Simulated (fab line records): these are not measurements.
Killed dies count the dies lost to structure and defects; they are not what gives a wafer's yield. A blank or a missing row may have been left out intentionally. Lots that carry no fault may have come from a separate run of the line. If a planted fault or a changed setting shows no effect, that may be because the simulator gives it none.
fab line records    flow n5Finfet    part 2 of 2: steps 19 to 28 of 28
record lots=5  wafers=15  lastDay=18
route steps=1938 shown HKMG_FIN@392
lots untouched by any fault: they come from a run of this same line in which no faults occurred
startH: start of the lot's first displayed wafer, in hours after the record's first day    waitH: hours from the lot's prior step to this one    " as in the row above    L1.1+2: a single row standing in for several wafers    - either no value or no given start    * or withheld: withheld    < > ~ a bound
route shown NAME@n: a module of which the file shows steps, and the number in the route of the first    usual: average and standard deviation across the fault-free wafers    same: alike in all rows    chamber/n: place in a boat    sites: per-site readings    _std_site: how widely they spread, as a standard deviation    _edge_site: inner sites' mean taken away from outer sites' mean    radiusMm: how far each site lies from the wafer's centre    mask NAME#n: copy n    behind: the tool/chamber that last shaped the wafer    hold: reason for holding the lot/hours on hold/outcome of the hold    device: the n, p or np transistor that did not switch    end of line: the route-end tests of the same wafers    a step without rows: its recipe alone    killed: at the first sort, the dies lost to defects and structure; wafer yield is something else    map: a wafer's dies, marking killed ones x, the rest . and places with no die _
set.NAME: the run value of the setting; set.NAME@STEP: its run value at that earlier step    model.NAME: the simulator's own value behind a step, which no gauge read
lots at some steps of the route; a table a step, a row a wafer
services: from which hour (startH, from the record's first day; less than 0 if before it) a tool's chamber was out of use, for how many hours, and why
## steps
# step N5_HKMG_FIN_WET_ETCH_77
# recipe chemistry=dHCl  mix=1:10000  tempC=25  target=La2O3  stopOn=HfO2  targetDepthNm=2
# usual bathHeatDutyPct=6.4/0.77
lot.wafer  tool         chamber  startH  waitH  bathHeatDutyPct
L074.1     wetBench-04  6        73.89   0.3    7.0
L074.2     "            3        "       "      5.7
L074.5     "            5        "       "      7.4
L076.1     wetBench-01  6        85.58   0.3    6.0
L076.2     "            0        "       "      5.6
L076.4     "            5        "       "      7.0
L086.4     wetBench-04  1        145.96  0.1    6.2
L086.5     "            3        "       "      4.9
L086.6     "            5        "       "      6.3
L093.1     wetBench-03  4        187.27  0.3    7.7
L093.3     "            2        "       "      6.0
L093.6     "            6        "       "      7.8
L094.1     wetBench-04  5        193.63  0.3    6.2
L094.2     "            4        "       "      7.3
L094.6     "            7        "       "      5.8
# step N5_HKMG_FIN_WET_ETCH_78
# recipe chemistry=dNH4OH  mix=1:50  tempC=25  target=Al2O3  stopOn=La2O3  targetDepthNm=4.5  dry=ipaMarangoni  rinseTimeS=30  rinseTempC=23
# usual bathHeatDutyPct=6.4/0.72
lot.wafer  tool         chamber  startH  waitH  bathHeatDutyPct
L074.1     wetBench-04  6        73.93   0.0    5.9
L074.2     "            3        "       "      5.2
L074.5     "            5        "       "      6.4
L076.1     wetBench-01  6        85.61   0.0    6.7
L076.2     "            0        "       "      6.0
L076.4     "            5        "       "      5.7
L086.4     wetBench-04  1        145.99  0.0    5.8
L086.5     "            3        "       "      5.5
L086.6     "            5        "       "      6.2
L093.1     wetBench-03  4        187.30  0.0    7.3
L093.3     "            2        "       "      6.7
L093.6     "            6        "       "      6.5
L094.1     wetBench-04  5        193.66  0.0    7.1
L094.2     "            4        "       "      6.9
L094.6     "            7        "       "      5.3
# step N5_HKMG_FIN_ALD_79
# recipe material=TiN  targetThkA=15  tempC=400  aldPrecursorFamily=TiCl4  aldCoReactant=NH3  pulseTimeS=1  purgeTimeS=3  coReactantPurgeTimeS=2  coReactantPulseTimeS=2  aldCycles=68  pressureTorr=3
# usual heaterPowerW=838/78  precursorPulseHeightRel=1.001/0.019  susceptorTempC=400.01/0.23
lot.wafer  tool         chamber  startH  waitH  heaterPowerW  precursorPulseHeightRel  susceptorTempC
L074.1     aldMetal-04  3        74.00   0.0    868           0.990                    399.94
L074.2     "            1        "       "      849           1.001                    400.22
L074.5     "            0        "       "      726           0.989                    400.21
L076.1     aldMetal-02  0        85.68   0.0    1029          1.003                    400.01
L076.2     "            2        "       "      778           1.008                    400.11
L076.4     "            1        "       "      783           1.000                    400.17
L086.4     aldMetal-03  0        146.23  0.2    733           1.030                    399.95
L086.5     "            3        "       "      790           0.984                    399.84
L086.6     "            2        "       "      903           1.067                    400.08
L093.1     aldMetal-03  2        187.37  0.0    871           1.000                    400.32
L093.3     "            0        "       "      773           1.015                    399.88
L093.6     "            0        "       "      756           1.006                    399.53
L094.1     aldMetal-03  1        193.73  0.0    823           0.995                    399.78
L094.2     "            3        "       "      806           0.988                    400.10
L094.6     "            3        "       "      798           0.999                    400.18
# step N5_HKMG_FIN_CVD_62
# recipe material=a-Si  targetThkA=30  tempC=500  precursor=Si2H6  pressureTorr=1  timeS=20.8
# usual heaterPowerW=1484/160  susceptorTempC=499.99/0.28
lot.wafer  tool             chamber  startH  waitH  heaterPowerW  susceptorTempC
L074.1     thermalCvdSi-01  2        74.36   0.2    1392          499.92
L074.2     "                1        "       "      1462          500.06
L074.5     "                0        "       "      1737          499.76
L076.1     thermalCvdSi-01  0        86.05   0.2    1801          500.08
L076.2     "                2        "       "      1433          499.96
L076.4     "                1        "       "      1450          499.70
L086.4     thermalCvdSi-01  2        146.47  0.1    1432          499.85
L086.5     "                1        "       "      1474          499.95
L086.6     "                0        "       "      1781          499.83
L093.1     thermalCvdSi-01  1        187.73  0.2    1486          500.18
L093.3     "                2        "       "      1435          499.64
L093.6     "                2        "       "      1427          499.84
L094.1     thermalCvdSi-01  1        194.10  0.2    1497          499.34
L094.2     "                2        "       "      1398          499.86
L094.6     "                1        "       "      1459          499.55
# step N5_HKMG_FIN_RTA_80
# recipe tempC=withheld  timeS=2  ambient=N2  idleTempC=600  rampUpCPerS=150  rampDownCPerS=60  coolToC=600
lot.wafer   tool          chamber  startH  waitH
L074.1+2+5  rtpAnneal-02  0        74.52   0.1
L076.1+2+4  rtpAnneal-01  0        86.19   0.1
L086.4+5+6  rtpAnneal-01  0        146.62  0.1
L093.1+3+6  rtpAnneal-02  0        187.87  0.1
L094.1+2+6  rtpAnneal-01  0        194.33  0.2
# step N5_HKMG_FIN_PRECLEAN_64
# recipe chemistry=dHF  timeS=30  tempC=25  dilution=withheld
lot.wafer   tool         chamber  startH  waitH
L074.1+2+5  wetBench-03  7,0,1    74.67   0.1
L076.1+2+4  wetBench-03  6,7,0    86.33   0.1
L086.4+5+6  wetBench-04  1,0,7    146.70  0.1
L093.1+3+6  wetBench-03  2,7,5    188.01  0.1
L094.1+2+6  wetBench-03  7,5,4    194.47  0.1
# step N5_HKMG_FIN_WET_ETCH_65
# recipe chemistry=TMAH  tempC=70  concWtPct=5  target=a-Si  stopOn=TiN  timeS=49  targetDepthNm=3
# usual bathHeatDutyPct=13.7/1.8
lot.wafer  tool         chamber  startH  waitH  bathHeatDutyPct
L074.1     wetBench-03  7        74.68   0.0    9.4
L074.2     "            0        "       "      16.3
L074.5     "            1        "       "      13.1
L076.1     wetBench-03  6        86.34   0.0    15.7
L076.2     "            7        "       "      10.3
L076.4     "            0        "       "      15.1
L086.4     wetBench-04  1        146.71  0.0    13.7
L086.5     "            0        "       "      17.5
L086.6     "            7        "       "      13.2
L093.1     wetBench-03  2        188.02  0.0    13.6
L093.3     "            7        "       "      10.7
L093.6     "            5        "       "      15.1
L094.1     wetBench-03  7        194.49  0.0    9.9
L094.2     "            5        "       "      13.8
L094.6     "            4        "       "      15.6
# step N5_HKMG_FIN_WET_ETCH_81
# recipe chemistry=SC1  target=TiN  stopOn=HfO2  mix=1:1:5  tempC=60  timeS=57  targetDepthNm=6
# usual bathHeatDutyPct=10.2/1.3
lot.wafer  tool         chamber  startH  waitH  bathHeatDutyPct
L074.1     wetBench-03  7        74.69   0.0    6.7
L074.2     "            0        "       "      12.6
L074.5     "            1        "       "      9.3
L076.1     wetBench-03  6        86.36   0.0    11.0
L076.2     "            7        "       "      7.6
L076.4     "            0        "       "      11.4
L086.4     wetBench-04  1        146.73  0.0    9.3
L086.5     "            0        "       "      12.3
L086.6     "            7        "       "      9.5
L093.1     wetBench-03  2        188.04  0.0    9.3
L093.3     "            7        "       "      7.1
L093.6     "            5        "       "      9.9
L094.1     wetBench-03  7        194.50  0.0    7.1
L094.2     "            5        "       "      11.4
L094.6     "            4        "       "      11.6
# step N5_HKMG_FIN_WET_ETCH_82
# recipe chemistry=dHCl  mix=1:10000  tempC=25  target=La2O3  stopOn=HfO2  targetDepthNm=2  dry=ipaMarangoni  rinseTimeS=30  rinseTempC=23
# usual bathHeatDutyPct=6.4/0.86
lot.wafer  tool         chamber  startH  waitH  bathHeatDutyPct
L074.1     wetBench-03  7        74.72   0.0    4.7
L074.2     "            0        "       "      8.6
L074.5     "            1        "       "      5.9
L076.1     wetBench-03  6        86.39   0.0    6.5
L076.2     "            7        "       "      4.5
L076.4     "            0        "       "      8.0
L086.4     wetBench-04  1        146.76  0.0    6.8
L086.5     "            0        "       "      7.2
L086.6     "            7        "       "      5.1
L093.1     wetBench-03  2        188.07  0.0    5.5
L093.3     "            7        "       "      3.8
L093.6     "            5        "       "      6.6
L094.1     wetBench-03  7        194.53  0.0    5.0
L094.2     "            5        "       "      6.5
L094.6     "            4        "       "      7.3
# step N5_HKMG_FIN_ALD_36
# recipe material=TiN  targetThkA=10  tempC=400  aldPrecursorFamily=TiCl4  aldCoReactant=NH3  pulseTimeS=1  purgeTimeS=3  coReactantPurgeTimeS=2  coReactantPulseTimeS=2  aldCycles=47  pressureTorr=3
# usual heaterPowerW=822/64  precursorPulseHeightRel=1.000/0.022  susceptorTempC=399.99/0.22
lot.wafer  tool         chamber  startH  waitH  heaterPowerW  precursorPulseHeightRel  susceptorTempC
L074.1     aldMetal-03  1        74.78   0.0    838           0.973                    399.72
L074.2     "            3        "       "      787           0.976                    399.76
L074.5     "            0        "       "      753           1.003                    399.77
L076.1     aldMetal-03  3        86.45   0.0    794           1.019                    399.91
L076.2     "            2        "       "      874           1.002                    400.26
L076.4     "            1        "       "      849           0.995                    399.89
L086.4     aldMetal-03  0        146.94  0.2    764           1.034                    399.82
L086.5     "            2        "       "      915           0.951                    399.95
L086.6     "            3        "       "      793           0.959                    399.82
L093.1     aldMetal-02  1        188.13  0.0    790           0.955                    400.13
L093.3     "            0        "       "      1018          0.999                    400.37
L093.6     "            2        "       "      766           1.007                    399.79
L094.1     aldMetal-04  2        194.59  0.0    859           1.005                    399.80
L094.2     "            1        "       "      847           1.011                    400.01
L094.6     "            1        "       "      840           0.984                    400.38
## services
tool             chamber  startH  hours  kind
rieDiel-04       3        58.26   5.1    repair
rieDiel-01       0        61.42   4.9    repair
rieDiel-02       -        63.20   0.4    repair
arfiScanner-02   -        64.38   1.3    pm
arfiScanner-01   -        68.29   3.9    pm
plasmaAsher-01   -        74.45   2.8    pm
arfiScanner-01   -        80.41   1.3    pm
rieDiel-04       2        85.92   7.1    repair
rieDiel-01       0        90.34   2.5    repair
thermalCvdSi-01  0        90.72   19.2   repair
rieDiel-04       -        93.97   28.1   pm
arfiScanner-02   -        98.74   1.0    pm
arfiScanner-02   -        117.08  0.8    pm
aldMetal-04      -        117.95  8.7    pm
rieDiel-01       3        123.27  6.5    repair
aldMetal-03      1        127.24  24.1   repair
rieDiel-02       0        128.23  12.0   repair
rieDiel-04       -        131.45  0.3    repair
thermalCvdSi-01  1        132.31  13.9   repair
thermalCvdSi-01  1        151.34  6.9    repair
thermalCvdSi-01  2        153.23  6.2    repair
wetBench-03      -        156.49  1.9    pm
plasmaAsher-02   -        160.25  2.5    repair
thermalCvdSi-01  0        189.28  13.3   repair
